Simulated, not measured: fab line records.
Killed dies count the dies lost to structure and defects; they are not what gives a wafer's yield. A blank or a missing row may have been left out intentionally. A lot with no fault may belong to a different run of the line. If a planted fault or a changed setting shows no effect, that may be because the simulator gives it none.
Split-lot study | flow n5_finfet | 39 wafers read across 7 lots, on a route 1938 steps long

THE SPLIT ITSELF
At N5_WELL_APT_EXPOSE_22 (exposes mask PWELL, defocus 0 nm, target cd 200 nm), the setting dose_mj was moved away from the recipe's 23.2 on 15 of the 39 wafers read, by -6.3% to +6.9%. The other wafers ran this setting at the recipe's value.

FROM THE SPLIT TO THE READING: what the file shows between them, 3 steps
- N5_WELL_APT_PEB_23: peb time 90 s
- N5_WELL_APT_DEVELOP_24: develop time 45 s
- N5_WELL_APT_HARDBAKE_29: time 120 s

THE READING
Shown in nm: cd_nm at N5_WELL_APT_CD_MEAS_25, with target cd 200 nm. On this fab line, fault-free wafers typically give 200.4 nm with a standard deviation of 2.2 nm.

wafer  | tool, chamber at the split | dose_mj as run | against the recipe | cd_nm, nm | against lot-mates on the recipe
L076.1 | krf_scanner-01, 0          | 23.2           | recipe             | 202.1     | -
L076.2 | krf_scanner-01, 0          | 23.2           | recipe             | 201.3     | -
L076.3 | krf_scanner-01, 0          | 23.2           | recipe             | 198.8     | -
L076.4 | krf_scanner-01, 0          | 24.65          | +6.2%              | 212.2     | +11.5
L076.5 | krf_scanner-01, 0          | 24.65          | +6.2%              | 212.8     | +12.1
L076.6 | krf_scanner-01, 0          | 24.65          | +6.2%              | 211.7     | +11.0
L077.1 | krf_scanner-02, 0          | 23.2           | recipe             | 200.8     | -
L077.2 | krf_scanner-02, 0          | 23.2           | recipe             | 197.2     | -
L077.3 | krf_scanner-02, 0          | 23.2           | recipe             | 199.8     | -
L077.4 | krf_scanner-02, 0          | 23.2           | recipe             | 201.7     | -
L077.5 | krf_scanner-02, 0          | 23.2           | recipe             | 201.5     | -
L077.6 | krf_scanner-02, 0          | 23.2           | recipe             | 197.9     | -
L086.1 | krf_scanner-02, 0          | 23.2           | recipe             | 202.7     | -
L086.2 | krf_scanner-02, 0          | 23.2           | recipe             | 199.0     | -
L086.3 | krf_scanner-02, 0          | 24.79          | +6.9%              | 214.4     | +14.2
L086.4 | krf_scanner-02, 0          | 24.79          | +6.9%              | 212.2     | +12.0
L086.5 | krf_scanner-02, 0          | 24.79          | +6.9%              | 214.0     | +13.8
L086.6 | krf_scanner-02, 0          | 23.2           | recipe             | 198.9     | -
L087.2 | krf_scanner-02, 0          | 23.2           | recipe             | 199.9     | -
L087.5 | krf_scanner-02, 0          | 23.2           | recipe             | 203.4     | -
L087.6 | krf_scanner-02, 0          | 23.2           | recipe             | 199.9     | -
L090.1 | krf_scanner-02, 0          | 23.2           | recipe             | 204.0     | -
L090.2 | krf_scanner-02, 0          | 21.74          | -6.3%              | 192.4     | -13.1
L090.3 | krf_scanner-02, 0          | 23.2           | recipe             | 203.6     | -
L090.4 | krf_scanner-02, 0          | 21.74          | -6.3%              | 192.2     | -13.3
L090.5 | krf_scanner-02, 0          | 23.2           | recipe             | 208.9     | -
L090.6 | krf_scanner-02, 0          | 21.74          | -6.3%              | 191.6     | -13.9
L092.1 | krf_scanner-02, 0          | 23.2           | recipe             | 201.5     | -
L092.2 | krf_scanner-02, 0          | 23.2           | recipe             | 202.1     | -
L092.3 | krf_scanner-02, 0          | 23.2           | recipe             | 201.9     | -
L092.4 | krf_scanner-02, 0          | 22.52          | -2.9%              | 194.6     | -7.2
L092.5 | krf_scanner-02, 0          | 22.52          | -2.9%              | 199.3     | -2.5
L092.6 | krf_scanner-02, 0          | 22.52          | -2.9%              | 197.2     | -4.6
L093.1 | krf_scanner-01, 0          | 24.25          | +4.5%              | 207.8     | +10.5
L093.2 | krf_scanner-01, 0          | 24.25          | +4.5%              | 206.2     | +8.9
L093.3 | krf_scanner-01, 0          | 24.25          | +4.5%              | 206.7     | +9.4
L093.4 | krf_scanner-01, 0          | 23.2           | recipe             | 197.6     | -
L093.5 | krf_scanner-01, 0          | 23.2           | recipe             | 195.6     | -
L093.6 | krf_scanner-01, 0          | 23.2           | recipe             | 198.7     | -

THE FIT
A straight line over all 39 wafers: cd_nm changes by +1.61 nm for each +1% of dose_mj; r = +0.92; the points scatter about the line by 2.4 nm.
The same after taking each lot's own level away (the mean of its wafers on the recipe; 39 wafers): +1.98 nm for each +1%; r = +0.98; scatter 1.6 nm.
That fit puts the effect of the largest move of dose_mj on the reading at 14 nm.
Across the lots, their own levels run from 197.30 to 205.50 nm, a range of 3.7 times the standard deviation given above.
So the lot-to-lot level changes the slope: the two fits differ.
Check: with one of the wafers moved furthest among these (+6.9%) left out of the fit, the line predicts +13.4 nm for it against its lot-mates. It came out at +14.2 nm against them.

ADDITIONAL SPLITS CARRIED BY THESE WAFERS
Note: prior to the reading, these wafers also went through further splits. Each is held against what the fit with the lots' levels taken away leaves over:
other split on the same wafers    | wafers away from the commonest value | r with cd_nm (lot level and that fit taken away)
N5_WELL_APT_IMPLANT_15 energy_kev | 15                                   | -0.07

THE WHOLE CHAIN: every reading that the file lists as answering this split, in the file's order
step                   | what it does             | reading                                                         | change (the file's fit)              | r (the file's)
N5_WELL_APT_CD_MEAS_25 | target cd 200 nm         | cd_nm                                                           | +1.97 nm for each +1% of the setting | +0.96
N5_WELL_APT_DESCUM_30  | chemistry O2, time 7.9 s | WELL_APT.cd_nm (the simulator's own value, which no gauge read) | +1.94 nm for each +1% of the setting | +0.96

THE FILE'S OWN FIT
cd_nm changes by +1.97 nm for each +1% of dose_mj, r = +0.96.
